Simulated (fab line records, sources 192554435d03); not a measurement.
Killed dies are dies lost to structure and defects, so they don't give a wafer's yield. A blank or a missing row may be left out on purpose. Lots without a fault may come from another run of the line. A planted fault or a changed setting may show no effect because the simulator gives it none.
fab line records | flow n5_finfet
record lots=7 wafers=21
route steps=1938 shown BEOL_M7@1308 BEOL_M8@1359 BEOL_M9@1405
start_h: hours from the record's first day to the start of the lot's first wafer shown | wait_h: hours since the lot's step before | " the same as in the row above | L1.1+2: a row that stands for several wafers | - no value, or no start given | * or withheld: withheld | < > ~ a bound
route shown NAME@n: a module of which the file shows steps, and the number in the route of the first | usual: mean/standard deviation of fault-free wafers | same: alike in all rows | chamber/n: place in a boat | sites: the reading at each site | _std_site: their standard deviation | _edge_site: outer sites' mean less inner sites' | radius_mm: how far each site lies from the wafer's centre | mask NAME#n: copy n | behind: the tool/chamber that last shaped the wafer | hold: why the lot was held/for how many hours/how that ended | device: the transistor (n, p or np) that didn't switch | end of line: the same wafers' tests at the end of the route | a step without rows: its recipe alone | killed: dies lost to structure and defects at the first sort, not the wafer's yield | map: a wafer's dies, x killed, . not, _ none there
set.NAME: the setting as run; set.NAME@STEP: as run at that earlier step | model.NAME: the simulator's own value behind a step, which no gauge read
lots whose settings were changed on purpose; a table a step, a row a wafer
## steps
# step N5_BEOL_M7_TRENCH_ETCH_37
# recipe chemistry=C4F6/O2 target_depth_a=934.78 target=SiCOH_lowk time_s=31.2 ion_energy_ev=250 pressure_mtorr=30 source_w=345 bias_w=185 Ar_flow_sccm=300 C4F6_flow_sccm=10 O2_flow_sccm=10
# columns lot.wafer tool chamber start_h wait_h set.time_s model.etch.depth_nm model.BEOL_M7.feature_depth_nm
L080.1 rie_diel-04 1 - - 31.2 93.12 93.2
L080.3 " 0 " " 31.2 92.19 92.2
L080.5 " 1 " " 31.2 91.82 91.8
L083.4 rie_diel-02 3 - - 31.2 93.71 93.8
L083.5 " 3 " " 31.2 94.54 94.6
L083.6 " 2 " " 31.2 96.19 96.2
L086.4 rie_diel-03 2 - - 31.2 92.32 92.4
L086.5 " 0 " " 27.32 80.83 80.8
L086.6 " 1 " " 27.32 84.31 84.4
L090.2 rie_diel-04 2 - - 31.2 94.5 94.6
L090.3 " 0 " " 33.12 97.94 98
L090.4 " 1 " " 31.2 92.92 93
L093.1 rie_diel-03 3 - - 31.2 93.16 93.2
L093.2 " 2 " " 31.2 93.47 93.4
L093.5 " 2 " " 31.2 93.85 93.8
L096.1 rie_diel-04 3 - - 31.2 95.65 95.6
L096.2 " 0 " " 31.2 92.37 92.4
L096.3 " 1 " " 31.2 91.97 92
L097.3 rie_diel-04 1 - - 27.13 79.19 79.2
L097.4 " 2 " " 31.2 93.29 93.2
L097.5 " 1 " " 31.2 92.44 92.4
# step N5_BEOL_M7_ETCH_41
# recipe chemistry=CH3F/O2 target=SiCN target_depth_a=319 taper_deg=2 time_s=57.8 ion_energy_ev=120 mask_material=TiN pressure_mtorr=30 source_w=395 bias_w=75 Ar_flow_sccm=150 CH3F_flow_sccm=30 O2_flow_sccm=20
# step N5_BEOL_M7_STRIP_80
# recipe chemistry=N2/H2 time_s=10 power_w=450 temp_c=40 pressure_mtorr=20 rf_frequency_hz=6e+07 bias_power_w=7 n2_flow_sccm=200 h2_flow_sccm=200
# step N5_BEOL_M7_OCD_MEAS_38
# usual trench_depth_nm=93.7/1.5
# columns lot.wafer tool chamber start_h wait_h set.time_s@BEOL_M7_TRENCH_ETCH_37 trench_depth_nm
L080.1 ocd-02 - 230.13 - 31.2 93.3
L080.3 " - " " 31.2 92.1
L080.5 " - " " 31.2 91.9
L083.4 ocd-02 - 241.94 - 31.2 93.8
L083.5 " - " " 31.2 94.7
L083.6 " - " " 31.2 96.4
L086.4 ocd-02 - 268.27 - 31.2 92.4
L086.5 " - " " 27.32 80.8
L086.6 " - " " 27.32 84.3
L090.2 ocd-01 - 291.69 - 31.2 94.1
L090.3 " - " " 33.12 98.8
L090.4 " - " " 31.2 93.2
L093.1 ocd-02 - 302.08 - 31.2 92.8
L093.2 " - " " 31.2 93.9
L093.5 " - " " 31.2 94.0
L096.1 ocd-01 - 335.80 - 31.2 95.5
L096.2 " - " " 31.2 92.7
L096.3 " - " " 31.2 91.6
L097.3 ocd-01 - 344.35 - 27.13 79.3
L097.4 " - " " 31.2 93.2
L097.5 " - " " 31.2 92.5
# step N5_BEOL_M7_HM_STRIP_39
# recipe chemistry=peroxide_tin_strip material=TiN target_depth_a=250 temp_c=50 time_s=158
# step N5_BEOL_M7_SRD_40
# recipe time_s=30 temp_c=23 rinse_liquid=diw dry=ipa_marangoni
# step N5_BEOL_M7_ECD_50
# recipe material=Cu target_thk_a=3000
# step N5_BEOL_M7_ANNEAL_51
# recipe temp_c=225 time_s=90 ambient=N2
# step N5_BEOL_M7_CMP_52
# recipe stop_on=SiCOH_lowk t_overpolish_s=6.9 down_force_psi=1 platen_rpm=50 clearing_platen_down_force_psi=1.5 clearing_platen_rpm=50 post_cmp_clean=cu_alkaline target_thk_nm=80 clearing_platen_pad_velocity_m_s=0.99484 pad_velocity_m_s=0.99484
# columns lot.wafer tool chamber start_h wait_h set.time_s@BEOL_M7_TRENCH_ETCH_37 model.Cu_of_BEOL_M7_ECD_50.thk_nm
L080.1 cmp-03 2 235.68 0.3 31.2 80
L080.3+5 " 3,0 " " 31.2 78.4
L083.4 cmp-02 3 244.22 0.2 31.2 79.6
L083.5 " 2 " " 31.2 81
L083.6 " 3 " " 31.2 82.8
L086.4 cmp-03 0 271.07 0.2 31.2 78.6
L086.5 " 3 " " 27.32 67
L086.6 " 0 " " 27.32 72
L090.3 cmp-01 1 295.35 0.3 33.12 83.2
L090.4 " 3 " " 31.2 78.2
L090.2 " 0 " " 31.2 80.8
L093.2 cmp-03 2 304.58 0.2 31.2 79.4
L093.1 " 3 " " 31.2 78.4
L093.5 " 2 " " 31.2 80.8
L096.3 cmp-01 3 338.37 0.2 31.2 78.4
L096.1 " 0 " " 31.2 83
L096.2 " 1 " " 31.2 79
L097.4 cmp-03 3 346.62 0.2 31.2 78.4
L097.3 " 0 " " 27.13 64.6
L097.5 " 2 " " 31.2 80
# step N5_BEOL_M7_THK_MEAS_53
# recipe thk_meas_gauge=xrf reads=Cu_of_BEOL_M7_ECD_50
# usual M7_THK=79.9/1.8
# columns lot.wafer tool chamber start_h wait_h set.time_s@BEOL_M7_TRENCH_ETCH_37 M7_THK[nm]
L080.1 film_metro-02 - 235.90 - 31.2 79.5
L080.3 " - " " 31.2 78.0
L080.5 " - " " 31.2 77.8
L083.4 film_metro-02 - 244.48 - 31.2 78.6
L083.5 " - " " 31.2 80.5
L083.6 " - " " 31.2 82.0
L086.4 film_metro-01 - 271.33 - 31.2 78.3
L086.5 " - " " 27.32 66.4
L086.6 " - " " 27.32 71.3
L090.2 film_metro-02 - 295.64 - 31.2 80.4
L090.3 " - " " 33.12 82.9
L090.4 " - " " 31.2 78.0
L093.1 film_metro-02 - 304.88 - 31.2 78.3
L093.2 " - " " 31.2 78.7
L093.5 " - " " 31.2 80.7
L096.1 film_metro-02 - 338.66 - 31.2 82.4
L096.2 " - " " 31.2 77.9
L096.3 " - " " 31.2 77.2
L097.3 film_metro-02 - 346.88 - 27.13 64.1
L097.4 " - " " 31.2 78.2
L097.5 " - " " 31.2 79.7
# step N5_BEOL_M7_PRE_CLEAN_55
# recipe gas=NH3 time_s=15 temp_c=withheld rf_power_w=300
# step N5_BEOL_M7_DEP_56
# recipe material=SiCN target_thk_a=100 temp_c=withheld precursor=3MS/NH3 pressure_torr=3 rf_w=202 time_s=17.5
# step N5_BEOL_M7_RS_MEAS_57
# recipe thk_meas_gauge=four-point-probe reads=Cu_of_BEOL_M7_ECD_50+Co_of_BEOL_M7_CVD_78+TaN_of_BEOL_M7_ALD_77
# usual M7_RS=0.285/0.0076
# columns lot.wafer tool chamber start_h wait_h set.time_s@BEOL_M7_TRENCH_ETCH_37 M7_RS[ohm/sq]
L080.1 film_metro-01 - 236.03 0.1 31.2 0.286
L080.3 " - " " 31.2 0.294
L080.5 " - " " 31.2 0.294
L083.4 film_metro-02 - 244.61 0.0 31.2 0.288
L083.5 " - " " 31.2 0.283
L083.6 " - " " 31.2 0.275
L086.4 film_metro-02 - 271.49 0.1 31.2 0.292
L086.5 " - " " 27.32 0.353
L086.6 " - " " 27.32 0.325
L090.2 film_metro-01 - 295.77 0.1 31.2 0.283
L090.3 " - " " 33.12 0.274
L090.4 " - " " 31.2 0.294
L093.1 film_metro-02 - 305.01 0.1 31.2 0.293
L093.2 " - " " 31.2 0.288
L093.5 " - " " 31.2 0.282
L096.1 film_metro-02 - 338.79 0.1 31.2 0.274
L096.2 " - " " 31.2 0.292
L096.3 " - " " 31.2 0.293
L097.3 film_metro-02 - 347.01 0.1 27.13 0.369
L097.4 " - " " 31.2 0.292
L097.5 " - " " 31.2 0.286
# step N5_BEOL_M8_COAT_22
# recipe resist=CAR-EUV spin_rpm=1500 resist_thk_nm=30
# columns lot.wafer tool chamber start_h wait_h set.spin_rpm model.CAR-EUV_of_BEOL_M8_COAT_22.thk_nm
L080.1 litho_track-05 0 - - 1331 31.8
L080.3 " 0 " " 1500 30
L080.5 " 0 " " 1331 32
L083.4+6 litho_track-02 0 - - 1500 30.2
L083.5 " 0 " " 1500 30.4
L086.4+5+6 litho_track-03 0 - - 1500 30
L090.2+3 litho_track-03 0 - - 1500 30
L090.4 " 0 " " 1347 31.6
L093.1 litho_track-03 0 - - 1370 31.4
L093.2 " 0 " " 1500 30
L093.5 " 0 " " 1500 29.8
L096.1 litho_track-02 0 - - 1500 30
L096.2+3 " 0 " " 1428 30.8
L097.3+4 litho_track-02 0 - - 1500 30
L097.5 " 0 " " 1544 29.6
# step N5_BEOL_M8_EBR_24
# recipe solvent=PGMEA ebr_width_mm=1.5
# step N5_BEOL_M8_SOFTBAKE_23
# recipe temp_c=110 time_s=60 resist=CAR-EUV
# step N5_BEOL_M8_EXPOSE_25
# recipe mask_id=V7 na=0.33 source_shape=annular sigma_inner=0.4 sigma_outer=0.8 polarization=unpolarized target_cd_nm=40 dose_mj=42.5
# step N5_BEOL_M8_PEB_26
# recipe peb_temp_c=100 peb_time_s=60 resist=CAR-EUV
# step N5_BEOL_M8_DEVELOP_27
# recipe develop_time_s=30 developer=TMAH resist=CAR-EUV rinse_liquid=surfactant_rinse dry=air_spin dev_temp_c=23
# columns lot.wafer tool chamber start_h wait_h set.spin_rpm@BEOL_M8_COAT_22 model.CAR-EUV_of_BEOL_M8_COAT_22.thk_nm
L080.1+5 litho_track-02 0 - - 1331 31.4
L080.3 " 0 " " 1500 29.6
L083.4+5+6 litho_track-05 0 - - 1500 29.8
L086.4+5+6 litho_track-02 0 - - 1500 29.6
L090.2 litho_track-03 0 - - 1500 29.6
L090.3 " 0 " " 1500 29.4
L090.4 " 0 " " 1347 31.2
L093.1 litho_track-05 0 - - 1370 30.8
L093.2 " 0 " " 1500 29.6
L093.5 " 0 " " 1500 29.4
L096.1 litho_track-02 0 - - 1500 29.6
L096.2 " 0 " " 1428 30.2
L096.3 " 0 " " 1428 30.4
L097.3 litho_track-02 0 - - 1500 29.4
L097.4 " 0 " " 1500 29.6
L097.5 " 0 " " 1544 29
# step N5_BEOL_M8_DESCUM_33
# recipe chemistry=O2 time_s=7 source_power_w=50 bias_power_w=20 pressure_mtorr=20 rf_frequency_hz=2.712e+07 temp_c=40 resist=CAR-EUV o2_flow_sccm=225
# columns lot.wafer tool chamber start_h wait_h set.spin_rpm@BEOL_M8_COAT_22 model.CAR-EUV_of_BEOL_M8_COAT_22.thk_nm
L080.1 rie_diel-06 1 238.91 0.0 1331 27.8
L080.3 " 2 " " 1500 26.2
L080.5 " 0 " " 1331 28
L083.4+6 rie_diel-05 2 248.77 0.0 1500 26.2
L083.5 " 3 " " 1500 26.4
L086.4+5+6 rie_diel-06 0,0,1 274.42 0.1 1500 26
L090.2 rie_diel-01 2 298.54 0.0 1500 26.2
L090.3 " 0 " " 1500 26
L090.4 " 3 " " 1347 27.6
L093.1 rie_diel-05 2 307.89 0.0 1370 27.4
L093.2+5 " 3,1 " " 1500 26
L096.1 rie_diel-05 1 344.04 0.2 1500 26
L096.2 " 2 " " 1428 26.8
L096.3 " 3 " " 1428 27
L097.3+4 rie_diel-01 0,2 351.41 0.0 1500 26
L097.5 " 2 " " 1544 25.6
# step N5_BEOL_M9_HM_DEP_02
# recipe material=TiN target_thk_a=200 temp_c=25 chamber_pressure_pa=0.49996
# columns lot.wafer tool chamber start_h wait_h set.target_thk_a model.TiN_of_BEOL_M9_HM_DEP_02.thk_nm
L080.1 pvd_sputter-02 - 243.35 0.2 200 20
L080.3+5 " - " " 200 19.8
L083.4+6 pvd_sputter-03 - 254.10 0.6 200 20.4
L083.5 " - " " 200 20.6
L086.4+5+6 pvd_sputter-01 - 278.84 1.0 200 20.2
L090.2+3+4 pvd_sputter-02 - 302.58 0.5 200 20
L093.1+2 pvd_sputter-02 - 311.94 0.1 200 20
L093.5 " - " " 215.6 21.6
L096.1 pvd_sputter-01 - 349.12 0.7 200 19.8
L096.2 " - " " 200 20.2
L096.3 " - " " 200 20
L097.3+5 pvd_sputter-03 - 358.07 1.9 221.4 22
L097.4 " - " " 200 19.4
# step N5_BEOL_M9_EXPOSE_08
# recipe mask_id=M9 na=1.35 source_shape=dipole sigma_inner=0.411 sigma_outer=0.611 polarization=te dose_mj=53.75
# columns lot.wafer tool chamber start_h wait_h mask set.dose_mj
L080.1 arfi_scanner-02 0 243.72 - M9#0 53.75
L080.3+5 " 0 " " M9#0 56.81
L083.4+5+6 arfi_scanner-02 0 254.49 - M9#0 53.75
L086.4+5+6 arfi_scanner-02 0 279.23 - M9#0 53.75
L090.2 arfi_scanner-02 0 302.95 - M9#0 53.75
L090.3+4 " 0 " " M9#0 50.22
L093.1+5 arfi_scanner-02 0 312.18 - M9#0 53.75
L093.2 " 0 " " M9#0 55.99
L096.1+3 arfi_scanner-01 0 349.49 - M9#0 54.82
L096.2 " 0 " " M9#0 53.75
L097.3+5 arfi_scanner-01 0 358.46 - M9#0 53.75
L097.4 " 0 " " M9#0 50.08
# step N5_BEOL_M9_PEB_09
# recipe peb_temp_c=withheld peb_time_s=60 resist=CAR-ArF
# step N5_BEOL_M9_DEVELOP_10
# recipe develop_time_s=30 developer=TMAH resist=CAR-ArF rinse_liquid=diw dry=air_spin dev_temp_c=23
# step N5_BEOL_M9_CD_MEAS_11
# recipe target_cd_nm=64.1 landing_energy_ev=500 detector=se_inlens polarity=opening
# usual cd_nm=64.0/0.45
# columns lot.wafer tool chamber start_h wait_h set.dose_mj@BEOL_M9_EXPOSE_08 cd_nm
L080.1 cd_sem-02 0 243.85 - 53.75 63.8
L080.3 " 0 " " 56.81 67.1
L080.5 " 0 " " 56.81 66.9
L083.4 cd_sem-02 0 254.60 - 53.75 64.5
L083.5 " 0 " " 53.75 63.8
L083.6 " 0 " " 53.75 64.1
L086.4 cd_sem-02 0 279.35 - 53.75 63.9
L086.5 " 0 " " 53.75 63.7
L086.6 " 0 " " 53.75 64.7
L090.2 cd_sem-01 0 303.07 - 53.75 64.1
L090.3 " 0 " " 50.22 60.3
L090.4 " 0 " " 50.22 59.9
L093.1 cd_sem-03 0 312.31 - 53.75 63.8
L093.2 " 0 " " 55.99 66.4
L093.5 " 0 " " 53.75 64.1
L096.1 cd_sem-01 0 349.61 - 54.82 64.3
L096.2 " 0 " " 53.75 63.6
L096.3 " 0 " " 54.82 63.8
L097.3 cd_sem-03 0 358.57 - 53.75 63.6
L097.4 " 0 " " 50.08 59.9
L097.5 " 0 " " 53.75 63.4
# step N5_BEOL_M9_DESCUM_16
# recipe chemistry=O2 time_s=7.9 source_power_w=50 bias_power_w=20 pressure_mtorr=20 rf_frequency_hz=2.712e+07 temp_c=40 resist=CAR-ArF o2_flow_sccm=225
# step N5_BEOL_M9_ETCH_61
# recipe chemistry=CF4 target=SiARC target_depth_a=390 mask_material=CAR-ArF time_s=65 ion_energy_ev=80 pressure_mtorr=40 source_w=545 bias_w=36 Ar_flow_sccm=100 cf4_flow_sccm=100 ends=cleared
# columns lot.wafer tool chamber start_h wait_h set.dose_mj@BEOL_M9_EXPOSE_08 model.BEOL_M9.cd_offset_nm
L080.1 rie_diel-03 3 244.45 0.0 53.75 0
L080.3 " 1 " " 56.81 2.8
L080.5 " 1 " " 56.81 3
L083.4+5+6 rie_diel-03 1,3,0 254.72 0.0 53.75 0
L086.4+5 rie_diel-03 0 280.92 0.0 53.75 -0.4
L086.6 " 3 " " 53.75 0.6
L090.2 rie_diel-04 1 303.29 0.0 53.75 -0.4
L090.3 " 0 " " 50.22 -3.6
L090.4 " 1 " " 50.22 -4
L093.1 rie_diel-04 1 312.43 0.0 53.75 -0.6
L093.2 " 0 " " 55.99 2
L093.5 " 2 " " 53.75 -0.2
L096.1 rie_diel-02 1 349.76 0.0 54.82 0.4
L096.2 " 2 " " 53.75 -0.6
L096.3 " 3 " " 54.82 0.2
L097.3 rie_diel-03 1 358.69 0.0 53.75 -0.6
L097.4 " 0 " " 50.08 -4.2
L097.5 " 1 " " 53.75 -0.8
# step N5_BEOL_M9_ETCH_62
# recipe chemistry=N2/H2 target=SOC target_depth_a=1100 overetch_a=220 mask_material=SiARC temp_c=40 time_s=165 ion_energy_ev=200 pressure_mtorr=30 source_w=840 bias_w=150 n2_flow_sccm=200 h2_flow_sccm=200
# columns lot.wafer tool chamber start_h wait_h set.dose_mj@BEOL_M9_EXPOSE_08 model.BEOL_M9.cd_offset_nm
L080.1 rie_diel-03 3 244.50 0.0 53.75 -0.2
L080.3 " 1 " " 56.81 2.8
L080.5 " 1 " " 56.81 3.2
L083.4+5+6 rie_diel-03 1,3,0 254.77 0.0 53.75 0
L086.4+5 rie_diel-03 0 280.97 0.0 53.75 -0.4
L086.6 " 3 " " 53.75 0.4
L090.2 rie_diel-04 1 303.34 0.0 53.75 -0.6
L090.3 " 0 " " 50.22 -3.8
L090.4 " 1 " " 50.22 -4.4
L093.1 rie_diel-04 1 312.48 0.0 53.75 -0.8
L093.2 " 0 " " 55.99 1.8
L093.5 " 2 " " 53.75 -0.2
L096.1 rie_diel-02 1 349.81 0.0 54.82 0.2
L096.2 " 2 " " 53.75 -0.6
L096.3 " 3 " " 54.82 0
L097.3 rie_diel-03 1 358.74 0.0 53.75 -0.4
L097.4 " 0 " " 50.08 -4
L097.5 " 1 " " 53.75 -0.6
# step N5_BEOL_M9_STRIP_68
# recipe chemistry=N2/H2 temp_c=40 n2_flow_sccm=200 h2_flow_sccm=200 rf_frequency_hz=6e+07
# step N5_BEOL_M9_STRIP_67
# recipe chemistry=CF4 resist=SiARC power_w=300 bias_power_w=75 pressure_mtorr=50 cf4_flow_sccm=150 rf_frequency_hz=6e+07
# step N5_BEOL_M9_HM_OPEN_17
# recipe chemistry=Cl2/BCl3 target_depth_a=200 overetch_a=60 target=TiN mask_material=SOC ion_energy_ev=150 pressure_mtorr=10 icp_w=1000 bias_w=126 Cl2_flow_sccm=53.25 bcl3_flow_sccm=21.75 Ar_flow_sccm=25
# columns lot.wafer tool chamber start_h wait_h set.target_thk_a@BEOL_M9_HM_DEP_02 model.etch.depth_nm
L080.1 rie_metal-03 1 244.69 0.0 200 20.03
L080.3 " 0 " " 200 19.77
L080.5 " 0 " " 200 19.85
L083.4 rie_metal-02 1 254.99 0.1 200 20.32
L083.5 " 1 " " 200 20.54
L083.6 " 0 " " 200 20.45
L086.4 rie_metal-01 0 281.18 0.1 200 20.18
L086.5 " 0 " " 200 20.12
L086.6 " 1 " " 200 20.22
L090.2 rie_metal-01 0 303.53 0.0 200 20
L090.3 " 1 " " 200 19.98
L090.4 " 0 " " 200 20.04
L093.1 rie_metal-03 1 312.67 0.0 200 19.98
L093.2 " 0 " " 200 20.08
L093.5 " 0 " " 215.6 21.65
L096.1 rie_metal-02 1 350.00 0.0 200 19.83
L096.2 " 0 " " 200 20.21
L096.3 " 1 " " 200 19.99
L097.3 rie_metal-02 0 358.96 0.1 221.4 21.97
L097.4 " 1 " " 200 19.5
L097.5 " 1 " " 221.4 22.07
# step N5_BEOL_M9_STRIP_19
# recipe chemistry=O2 power_w=400 temp_c=40 pressure_mtorr=30 rf_frequency_hz=6e+07 bias_power_w=0 overash_fraction=0.2 o2_flow_sccm=225
# step N5_BEOL_M9_CD_MEAS_18
# recipe pitch_nm=140 target_cd_nm=70
# usual cd_nm=69.8/0.49
# columns lot.wafer tool chamber start_h wait_h set.dose_mj@BEOL_M9_EXPOSE_08 cd_nm
L080.1 cd_sem-01 - 244.94 0.0 53.75 69.8
L080.3 " - " " 56.81 72.5
L080.5 " - " " 56.81 73.2
L083.4 cd_sem-03 - 255.15 0.1 53.75 70.4
L083.5 " - " " 53.75 69.9
L083.6 " - " " 53.75 70.0
L086.4 cd_sem-01 - 281.56 0.1 53.75 69.6
L086.5 " - " " 53.75 69.4
L086.6 " - " " 53.75 70.4
L090.2 cd_sem-03 - 303.72 0.1 53.75 69.4
L090.3 " - " " 50.22 66.3
L090.4 " - " " 50.22 65.7
L093.1 cd_sem-01 - 312.86 0.0 53.75 69.2
L093.2 " - " " 55.99 72.0
L093.5 " - " " 53.75 69.5
L096.1 cd_sem-02 - 350.18 0.0 54.82 69.9
L096.2 " - " " 53.75 69.5
L096.3 " - " " 54.82 70.3
L097.3 cd_sem-02 - 359.11 0.1 53.75 69.8
L097.4 " - " " 50.08 65.9
L097.5 " - " " 53.75 69.4
## key
split step=N5_BEOL_M7_TRENCH_ETCH_37 setting=time_s stated=31.2 by=wafer
response step=N5_BEOL_M7_TRENCH_ETCH_37 reading=model.etch.depth_nm change=+0.898 per=1% r=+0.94
response step=N5_BEOL_M7_TRENCH_ETCH_37 reading=model.BEOL_M7.feature_depth_nm change=+0.896 per=1% r=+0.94
response step=N5_BEOL_M7_OCD_MEAS_38 reading=trench_depth_nm change=+0.91 per=1% r=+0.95
response step=N5_BEOL_M7_CMP_52 reading=model.Cu_of_BEOL_M7_ECD_50.thk_nm change=+0.9 per=1% r=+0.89
response step=N5_BEOL_M7_THK_MEAS_53 reading=M7_THK change=+0.922 per=1% r=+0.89
response step=N5_BEOL_M7_RS_MEAS_57 reading=M7_RS change=-0.00473 per=1% r=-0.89
split step=N5_BEOL_M8_COAT_22 setting=spin_rpm stated=1500 by=wafer
response step=N5_BEOL_M8_COAT_22 reading=model.CAR-EUV_of_BEOL_M8_COAT_22.thk_nm change=-0.165 per=1% r=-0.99
response step=N5_BEOL_M8_DEVELOP_27 reading=model.CAR-EUV_of_BEOL_M8_COAT_22.thk_nm change=-0.159 per=1% r=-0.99
response step=N5_BEOL_M8_DESCUM_33 reading=model.CAR-EUV_of_BEOL_M8_COAT_22.thk_nm change=-0.154 per=1% r=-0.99
split step=N5_BEOL_M9_HM_DEP_02 setting=target_thk_a stated=200 by=wafer
response step=N5_BEOL_M9_HM_DEP_02 reading=model.TiN_of_BEOL_M9_HM_DEP_02.thk_nm change=+0.23 per=1% r=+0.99
response step=N5_BEOL_M9_HM_OPEN_17 reading=model.etch.depth_nm change=+0.226 per=1% r=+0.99
split step=N5_BEOL_M9_EXPOSE_08 setting=dose_mj stated=53.75 by=wafer
response step=N5_BEOL_M9_CD_MEAS_11 reading=cd_nm change=+0.557 per=1% r=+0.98
response step=N5_BEOL_M9_ETCH_61 reading=model.BEOL_M9.cd_offset_nm change=+0.519 per=1% r=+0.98
response step=N5_BEOL_M9_ETCH_62 reading=model.BEOL_M9.cd_offset_nm change=+0.53 per=1% r=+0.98
response step=N5_BEOL_M9_CD_MEAS_18 reading=cd_nm change=+0.537 per=1% r=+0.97
